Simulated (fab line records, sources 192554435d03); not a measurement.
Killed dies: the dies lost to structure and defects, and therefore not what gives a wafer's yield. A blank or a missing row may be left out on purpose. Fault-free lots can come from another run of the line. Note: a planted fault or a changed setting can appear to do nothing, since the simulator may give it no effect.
2 desks looking at one fault | flow n5Finfet | every desk sees just its own numbers, and what lay behind them comes last

THE METROLOGY DESK
What the gauges read for every lot (on any tool): the sampled wafers with a number, averaged. The brackets show how far a lot's mean lies from the usual mean; more than 4 standard deviations puts the lot out of limits, marked OUT. Of its 10 readings 7 are shown: those that lie furthest out on some lot.
Columns: A = DIBL_N at N5_BEOL_M4_RC_MEAS_101, usual 37.5 mV/V; B = DIBL_P at N5_BEOL_M4_RC_MEAS_101, usual 38 mV/V; C = IOFF_N at N5_BEOL_M4_RC_MEAS_101, usual 0.19 nA/um; D = IOFF_P at N5_BEOL_M4_RC_MEAS_101, usual 0.24 nA/um; E = SS_N at N5_BEOL_M4_RC_MEAS_101, usual 72.0 mV/dec; F = SS_P at N5_BEOL_M4_RC_MEAS_101, usual 73.7 mV/dec; G = VT_N at N5_BEOL_M4_RC_MEAS_101, usual 248 mV
lot  | first seen here | A    | B  | C    | D    | E    | F    | G
L731 | day 7 19:21     | 37.2 | 38 | 0.18 | 0.23 | 71.9 | 73.5 | 251
L735 | day 8 20:35     | 38.7 | 40 | 0.23 | 0.29 | 72.1 | 73.9 | 245
L736 | day 8 23:56     | 32.7 | 32 | 0.11 | 0.16 | 70.2 | 72.1 | 254
L739 | day 10 21:11    | 36.7 | 37 | 0.14 | 0.20 | 71.4 | 73.5 | 253
L747 | day 11 22:50    | 36.9 | 38 | 0.16 | 0.21 | 72.0 | 73.8 | 251
L748 | day 12 19:31    | 37.8 | 37 | 0.18 | 0.21 | 72.1 | 73.5 | 250
L750 | day 13 00:09    | 36.9 | 36 | 0.18 | 0.23 | 71.9 | 73.7 | 247
L753 | day 14 00:07    | 36.6 | 38 | 0.17 | 0.22 | 72.0 | 73.9 | 251
L754 | day 14 05:08    | 36.3 | 38 | 0.17 | 0.23 | 72.5 | 73.6 | 250
This desk's finding: nothing out of limits on any of the 9 lots.

THE TOOL OWNER'S DESK: lithoTrack-01
The tool's own readings at N5_DUMMY_GATE_COAT_34 (time 60 s, resist thk 60 nm): means of the sampled wafers that have a number, for each lot that ran on this tool. The brackets show how far a lot's mean lies from the usual mean; more than 4 standard deviations puts the lot out of limits, marked OUT.
Columns: A = spinSpeedRpm at N5_DUMMY_GATE_COAT_34, usual 1499.8 rpm
lot  | first seen here | A
L731 | day 2 23:02     | 1500.2
L735 | day 3 22:11     | 1500.0
L736 | day 4 07:19     | 1499.5
L747 | day 6 23:32     | 1170.2 (-99 or more) OUT
L748 | day 7 05:02     | 1171.6 (-99 or more) OUT
This desk finds L747, L748 out of limits, L747 being first, at day 6 23:32 (spinSpeedRpm at N5_DUMMY_GATE_COAT_34). Within limits: L731, L735, L736.

BROUGHT TOGETHER
On L747, L748, at day 6 23:32, an alarm was possible from the tool owner's desk.
From the metrology desk's view, nothing was out of limits.
The metrology desk holds a record of L747, L748, inside its limits.
Every lot named ran N5_DUMMY_GATE_COAT_34 on lithoTrack-01.

WHAT THE SIMULATOR HAD INSERTED
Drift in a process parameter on lithoTrack-01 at N5_DUMMY_GATE_COAT_34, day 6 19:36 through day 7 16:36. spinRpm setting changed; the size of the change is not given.
Shown lots that were struck: L747, L748.
Hours from the fault's start to each desk's first reading out of limits: the tool owner's desk, 4.
